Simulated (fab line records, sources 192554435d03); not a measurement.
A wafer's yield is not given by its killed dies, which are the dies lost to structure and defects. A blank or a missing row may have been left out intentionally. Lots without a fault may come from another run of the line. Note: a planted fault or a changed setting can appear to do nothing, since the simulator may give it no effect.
Chamber matching :: flow n5_finfet :: N5_BEOL_M2_CO_CAP_55 on cvd_co-01 has 3 sister chambers
The step material Co, precursor CCTBA/H2, target thk 2 nm, time 102.1 s. 27 wafers are shown with their chamber, then 12 later ones without.

WAFERS PAIRED WITH THEIR CHAMBERS
wafer: L075.1
chamber: 0
heater_power_w (W): 255

wafer: L075.2
chamber: 2
heater_power_w (W): 263

wafer: L075.4
chamber: 2
heater_power_w (W): 262

wafer: L078.1
chamber: 2
heater_power_w (W): 263

wafer: L078.4
chamber: 1
heater_power_w (W): 211

wafer: L078.5
chamber: 2
heater_power_w (W): 267

wafer: L079.3
chamber: 1
heater_power_w (W): 219

wafer: L079.4
chamber: 1
heater_power_w (W): 212

wafer: L079.6
chamber: 0
heater_power_w (W): 254

wafer: L081.2
chamber: 1
heater_power_w (W): 223

wafer: L081.3
chamber: 2
heater_power_w (W): 255

wafer: L081.5
chamber: 0
heater_power_w (W): 257

wafer: L082.3
chamber: 1
heater_power_w (W): 216

wafer: L082.4
chamber: 2
heater_power_w (W): 261

wafer: L082.6
chamber: 0
heater_power_w (W): 257

wafer: L083.4
chamber: 0
heater_power_w (W): 263

wafer: L083.5
chamber: 1
heater_power_w (W): 213

wafer: L083.6
chamber: 2
heater_power_w (W): 256

wafer: L084.2
chamber: 0
heater_power_w (W): 259

wafer: L084.4
chamber: 1
heater_power_w (W): 221

wafer: L084.6
chamber: 0
heater_power_w (W): 251

wafer: L085.1
chamber: 0
heater_power_w (W): 263

wafer: L085.2
chamber: 2
heater_power_w (W): 262

wafer: L085.6
chamber: 0
heater_power_w (W): 255

wafer: L087.2
chamber: 2
heater_power_w (W): 263

wafer: L087.3
chamber: 1
heater_power_w (W): 217

wafer: L087.6
chamber: 2
heater_power_w (W): 259

SIGNATURES (means of the wafers above)
reading: heater_power_w
chamber 0: 257.11
chamber 1: 216.50
chamber 2: 261.10
scatter within a chamber: 3.96
Rule: distance of a wafer from a chamber = root of the sum over the readings of ((wafer's reading minus chamber's mean) / reading's scatter) squared. The wafer belongs to the nearest chamber; if the next one is less than 2 further off, it can't be placed. The scatter is the square root of a quotient: the sum, over the shown wafers, of each reading's squared deviation from its chamber's mean, divided by wafers minus chambers.

WAFERS MISSING THEIR CHAMBER
wafer: L089.2
heater_power_w (W): 256

wafer: L089.4
heater_power_w (W): 258

wafer: L089.6
heater_power_w (W): 213

wafer: L091.1
heater_power_w (W): 254

wafer: L091.2
heater_power_w (W): 215

wafer: L091.4
heater_power_w (W): 269

wafer: L094.2
heater_power_w (W): 257

wafer: L094.3
heater_power_w (W): 219

wafer: L094.5
heater_power_w (W): 264

wafer: L096.4
heater_power_w (W): 214

wafer: L096.5
heater_power_w (W): 264

wafer: L096.6
heater_power_w (W): 261

EACH ONE'S CHAMBER
wafer: L089.2
from the rows above: can't be placed: 0 or 2
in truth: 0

wafer: L089.4
from the rows above: can't be placed: 0 or 2
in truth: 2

wafer: L089.6
from the rows above: 1
in truth: 1

wafer: L091.1
from the rows above: can't be placed: 0 or 2
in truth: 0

wafer: L091.2
from the rows above: 1
in truth: 1

wafer: L091.4
from the rows above: can't be placed: 2 or 0
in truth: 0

wafer: L094.2
from the rows above: can't be placed: 0 or 2
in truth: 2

wafer: L094.3
from the rows above: 1
in truth: 1

wafer: L094.5
from the rows above: can't be placed: 2 or 0
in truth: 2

wafer: L096.4
from the rows above: 1
in truth: 1

wafer: L096.5
from the rows above: can't be placed: 2 or 0
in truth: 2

wafer: L096.6
from the rows above: can't be placed: 2 or 0
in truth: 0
Correctly placed: 4 of 12. These rows do not allow placing 8 (true chamber among the candidates in 8). Placed wrongly: 0.
